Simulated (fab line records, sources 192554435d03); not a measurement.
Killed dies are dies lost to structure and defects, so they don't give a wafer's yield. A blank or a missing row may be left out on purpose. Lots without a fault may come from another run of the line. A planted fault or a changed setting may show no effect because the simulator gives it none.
Which tool did it? | flow n5_finfet | 24 lots, 72 wafers sampled, at 5 steps of a route of 1938

WHAT THE GAUGES READ, wafer by wafer
N5_BEOL_M5_THK_MEAS_01.
lot  | measured     | on            | M5_ILD_THK (nm)
L075 | day 9 17:33  | film_metro-02 | 119.0 122.5 123.5
L074 | day 10 19:07 | film_metro-02 | 118.3 120.9 121.0
L076 | day 10 23:53 | film_metro-01 | 119.3 119.5 121.4
L077 | day 11 05:55 | film_metro-01 | 119.5 119.7 120.8
L078 | day 11 14:10 | film_metro-01 | 119.5 122.9 120.8
L083 | day 11 20:18 | film_metro-01 | 120.9 121.4 125.3
L079 | day 12 03:52 | film_metro-01 | 120.9 122.5 121.9
L081 | day 12 13:12 | film_metro-02 | 124.3 122.9 123.9
L084 | day 12 21:57 | film_metro-01 | 121.1 120.7 123.0
L085 | day 13 02:01 | film_metro-01 | 122.6 123.1 123.8
L082 | day 13 03:20 | film_metro-02 | 122.3 120.8 122.1
L080 | day 13 04:42 | film_metro-02 | 120.7 122.0 121.2
L087 | day 13 20:12 | film_metro-01 | 120.3 122.6 122.9
L086 | day 14 02:47 | film_metro-02 | 120.4 122.6 122.1
L089 | day 14 05:17 | film_metro-01 | 120.3 122.1 122.4
L088 | day 14 06:11 | film_metro-02 | 120.5 122.5 123.8
L093 | day 14 09:54 | film_metro-01 | 118.7 121.3 123.1
L090 | day 14 12:12 | film_metro-01 | 119.9 121.5 121.9
L092 | day 14 14:24 | film_metro-02 | 121.2 125.9 123.2
L091 | day 15 07:35 | film_metro-02 | 120.4 119.6 121.2
L094 | day 15 13:01 | film_metro-01 | 121.9 121.7 121.7
L095 | day 16 04:04 | film_metro-02 | 120.8 122.4 121.6
L097 | day 16 07:58 | film_metro-02 | 121.2 122.6 122.8
L096 | day 16 13:35 | film_metro-01 | 122.9 119.4 121.4

WHICH TOOL RAN EACH LOT (tool, then ch and the chambers of the sampled wafers, then the start)
lot  | N5_BEOL_M4_ALD_84                   | N5_BEOL_M4_ANNEAL_82         | N5_BEOL_M4_SPUTTER_88        | N5_BEOL_M4_SPUTTER_96
L075 | ald_metal-03 ch 2,3, day 9 12:28    | pvd_sputter-02, day 9 13:40  | pvd_sputter-02, day 9 14:02  | pvd_sputter-02, day 9 14:55
L074 | ald_metal-03 ch 0,2,3, day 10 14:05 | pvd_sputter-02, day 10 15:09 | pvd_sputter-02, day 10 15:31 | pvd_sputter-02, day 10 16:23
L076 | ald_metal-04 ch 0,1,3, day 10 16:56 | pvd_sputter-02, day 10 19:49 | pvd_sputter-02, day 10 20:10 | pvd_sputter-02, day 10 21:03
L077 | ald_metal-01 ch 1,2,3, day 11 00:13 | pvd_sputter-03, day 11 02:02 | pvd_sputter-03, day 11 02:24 | pvd_sputter-03, day 11 03:17
L078 | ald_metal-03 ch 1,2,3, day 11 09:16 | pvd_sputter-02, day 11 10:16 | pvd_sputter-02, day 11 10:38 | pvd_sputter-02, day 11 11:31
L083 | ald_metal-01 ch 0,2, day 11 14:47   | pvd_sputter-03, day 11 15:54 | pvd_sputter-03, day 11 16:16 | pvd_sputter-03, day 11 17:08
L079 | ald_metal-01 ch 0,1,2, day 11 19:22 | pvd_sputter-02, day 11 21:25 | pvd_sputter-02, day 11 21:46 | pvd_sputter-02, day 11 22:39
L081 | ald_metal-03 ch 0,3, day 12 08:17   | pvd_sputter-02, day 12 09:14 | pvd_sputter-02, day 12 09:36 | pvd_sputter-02, day 12 10:29
L084 | ald_metal-03 ch 0,1,3, day 12 15:13 | pvd_sputter-01, day 12 17:57 | pvd_sputter-01, day 12 18:19 | pvd_sputter-01, day 12 19:11
L085 | ald_metal-04 ch 1,2, day 12 19:38   | pvd_sputter-03, day 12 20:39 | pvd_sputter-03, day 12 21:01 | pvd_sputter-03, day 12 21:53
L082 | ald_metal-03 ch 1,2,3, day 12 20:06 | pvd_sputter-03, day 12 22:53 | pvd_sputter-03, day 12 23:15 | pvd_sputter-03, day 13 00:08
L080 | ald_metal-04 ch 0,1,2, day 12 23:28 | pvd_sputter-01, day 13 00:50 | pvd_sputter-01, day 13 01:11 | pvd_sputter-01, day 13 02:04
L087 | ald_metal-03 ch 0,1,2, day 13 15:16 | pvd_sputter-01, day 13 16:19 | pvd_sputter-01, day 13 16:41 | pvd_sputter-01, day 13 17:34
L086 | ald_metal-03 ch 0,1, day 13 21:50   | pvd_sputter-02, day 13 22:54 | pvd_sputter-02, day 13 23:16 | pvd_sputter-02, day 14 00:08
L089 | ald_metal-04 ch 1,2,3, day 13 22:38 | pvd_sputter-02, day 14 01:11 | pvd_sputter-02, day 14 01:32 | pvd_sputter-02, day 14 02:25
L088 | ald_metal-03 ch 0,1,3, day 14 01:06 | pvd_sputter-01, day 14 02:17 | pvd_sputter-01, day 14 02:38 | pvd_sputter-01, day 14 03:31
L093 | ald_metal-04 ch 0,1,2, day 14 04:53 | pvd_sputter-03, day 14 05:59 | pvd_sputter-03, day 14 06:21 | pvd_sputter-03, day 14 07:14
L090 | ald_metal-01 ch 2,3, day 14 05:11   | pvd_sputter-01, day 14 07:46 | pvd_sputter-01, day 14 08:07 | pvd_sputter-01, day 14 09:00
L092 | ald_metal-03 ch 2,3, day 14 09:05   | pvd_sputter-02, day 14 10:22 | pvd_sputter-02, day 14 10:44 | pvd_sputter-02, day 14 11:37
L091 | ald_metal-03 ch 0,3, day 15 02:38   | pvd_sputter-02, day 15 03:43 | pvd_sputter-02, day 15 04:04 | pvd_sputter-02, day 15 04:57
L094 | ald_metal-03 ch 0,1,2, day 15 07:53 | pvd_sputter-01, day 15 09:08 | pvd_sputter-01, day 15 09:29 | pvd_sputter-01, day 15 10:22
L095 | ald_metal-04 ch 0,3, day 15 22:59   | pvd_sputter-01, day 16 00:09 | pvd_sputter-01, day 16 00:31 | pvd_sputter-01, day 16 01:23
L097 | ald_metal-03 ch 0,1,3, day 15 23:37 | pvd_sputter-01, day 16 03:50 | pvd_sputter-01, day 16 04:11 | pvd_sputter-01, day 16 05:04
L096 | ald_metal-03 ch 1,2,3, day 16 08:14 | pvd_sputter-03, day 16 09:22 | pvd_sputter-03, day 16 09:44 | pvd_sputter-03, day 16 10:37
- N5_BEOL_M4_ALD_84: deposits TaN, pulse time 2 s, purge time 3 s, co reactant purge time 2 s.
- N5_BEOL_M4_ANNEAL_82: time 240 s.
- N5_BEOL_M4_SPUTTER_88: material Cu, target thk 4.5 nm, time 8.29 s.
- N5_BEOL_M4_SPUTTER_96: material Cu, target thk 4.5 nm, time 8.29 s.

WHAT THE TOOLS THEMSELVES READ (means of the sampled wafers that have a number; where no wafer has one, the mark that the record gives instead)
N5_BEOL_M4_ALD_84.
lot  | tool         | heater_power_w (W) | precursor_vessel_carrier_sccm (sccm)
L075 | ald_metal-03 | 453                | 998.8
L074 | ald_metal-03 | 426                | 1002.0
L076 | ald_metal-04 | 393                | 998.0
L077 | ald_metal-01 | 447                | 997.5
L078 | ald_metal-03 | 440                | 1000.8
L083 | ald_metal-01 | 437                | 1000.1
L079 | ald_metal-01 | 418                | 1001.0
L081 | ald_metal-03 | 451                | 998.1
L084 | ald_metal-03 | 436                | 999.6
L085 | ald_metal-04 | 442                | 997.4
L082 | ald_metal-03 | 443                | 1001.4
L080 | ald_metal-04 | 413                | 999.1
L087 | ald_metal-03 | 408                | 999.4
L086 | ald_metal-03 | 428                | 998.8
L089 | ald_metal-04 | 423                | 999.6
L088 | ald_metal-03 | 441                | 1001.2
L093 | ald_metal-04 | 411                | 1001.3
L090 | ald_metal-01 | 437                | 995.9
L092 | ald_metal-03 | 454                | 997.2
L091 | ald_metal-03 | 454                | 1001.7
L094 | ald_metal-03 | 411                | 1000.4
L095 | ald_metal-04 | 382                | 996.4
L097 | ald_metal-03 | 436                | 999.9
L096 | ald_metal-03 | 449                | 997.5

N5_BEOL_M4_ANNEAL_82.
lot  | tool           | heater_power_w (W)
L075 | pvd_sputter-02 | 698
L074 | pvd_sputter-02 | 681
L076 | pvd_sputter-02 | 823
L077 | pvd_sputter-03 | 891
L078 | pvd_sputter-02 | 833
L083 | pvd_sputter-03 | 869
L079 | pvd_sputter-02 | 879
L081 | pvd_sputter-02 | 674
L084 | pvd_sputter-01 | 812
L085 | pvd_sputter-03 | 961
L082 | pvd_sputter-03 | 925
L080 | pvd_sputter-01 | 736
L087 | pvd_sputter-01 | 742
L086 | pvd_sputter-02 | 828
L089 | pvd_sputter-02 | 821
L088 | pvd_sputter-01 | 739
L093 | pvd_sputter-03 | 910
L090 | pvd_sputter-01 | 787
L092 | pvd_sputter-02 | 768
L091 | pvd_sputter-02 | 824
L094 | pvd_sputter-01 | 729
L095 | pvd_sputter-01 | 798
L097 | pvd_sputter-01 | 698
L096 | pvd_sputter-03 | 856

N5_BEOL_M4_SPUTTER_88.
lot  | tool           | throttle_valve_pct (%)
L075 | pvd_sputter-02 | 30.2
L074 | pvd_sputter-02 | 30.7
L076 | pvd_sputter-02 | 30.6
L077 | pvd_sputter-03 | 30.4
L078 | pvd_sputter-02 | 30.0
L083 | pvd_sputter-03 | 30.0
L079 | pvd_sputter-02 | 30.3
L081 | pvd_sputter-02 | 31.0
L084 | pvd_sputter-01 | 29.8
L085 | pvd_sputter-03 | 30.3
L082 | pvd_sputter-03 | 30.1
L080 | pvd_sputter-01 | 31.4
L087 | pvd_sputter-01 | 31.4
L086 | pvd_sputter-02 | 30.0
L089 | pvd_sputter-02 | 30.6
L088 | pvd_sputter-01 | 31.3
L093 | pvd_sputter-03 | 30.1
L090 | pvd_sputter-01 | 29.8
L092 | pvd_sputter-02 | 30.6
L091 | pvd_sputter-02 | 30.8
L094 | pvd_sputter-01 | 31.4
L095 | pvd_sputter-01 | 29.8
L097 | pvd_sputter-01 | 31.1
L096 | pvd_sputter-03 | 29.9

N5_BEOL_M4_SPUTTER_96.
lot  | tool           | throttle_valve_pct (%)
L075 | pvd_sputter-02 | 30.1
L074 | pvd_sputter-02 | 30.7
L076 | pvd_sputter-02 | 30.7
L077 | pvd_sputter-03 | 30.5
L078 | pvd_sputter-02 | 29.9
L083 | pvd_sputter-03 | 30.0
L079 | pvd_sputter-02 | 30.3
L081 | pvd_sputter-02 | 30.9
L084 | pvd_sputter-01 | 29.9
L085 | pvd_sputter-03 | 30.4
L082 | pvd_sputter-03 | 30.0
L080 | pvd_sputter-01 | 31.3
L087 | pvd_sputter-01 | 31.4
L086 | pvd_sputter-02 | 30.0
L089 | pvd_sputter-02 | 30.7
L088 | pvd_sputter-01 | 31.5
L093 | pvd_sputter-03 | 30.1
L090 | pvd_sputter-01 | 29.7
L092 | pvd_sputter-02 | 30.5
L091 | pvd_sputter-02 | 30.8
L094 | pvd_sputter-01 | 31.2
L095 | pvd_sputter-01 | 29.7
L097 | pvd_sputter-01 | 31.4
L096 | pvd_sputter-03 | 30.0

THE ANSWER, worked out from the rows above alone
Rule: what is usual is taken from the lots themselves. Put in order of their means at a reading, lots are off if they are a third of the lots or fewer, leave a main group of 4 or more, and stand apart from it by a gap of 3 or more times the standard deviation of the main group's means; of several such gaps the widest counts. A main group whose means are all the same, to the digits that the tables above print for the reading, isn't used. A lot without any number at a reading at which 4 lots or more have one is off too. The other lots that the step has rows for count as sound. The gauges are gone through in route order, then the tools' own readings, and for those a lot's mean is taken as printed above. The first step at which some lot is off is used, and at that step the reading that is off furthest; a lot without a number counts as furthest.
No lot is off at any reading shown: from this, nothing can be told.

WHAT THE SIMULATOR HAD PUT IN
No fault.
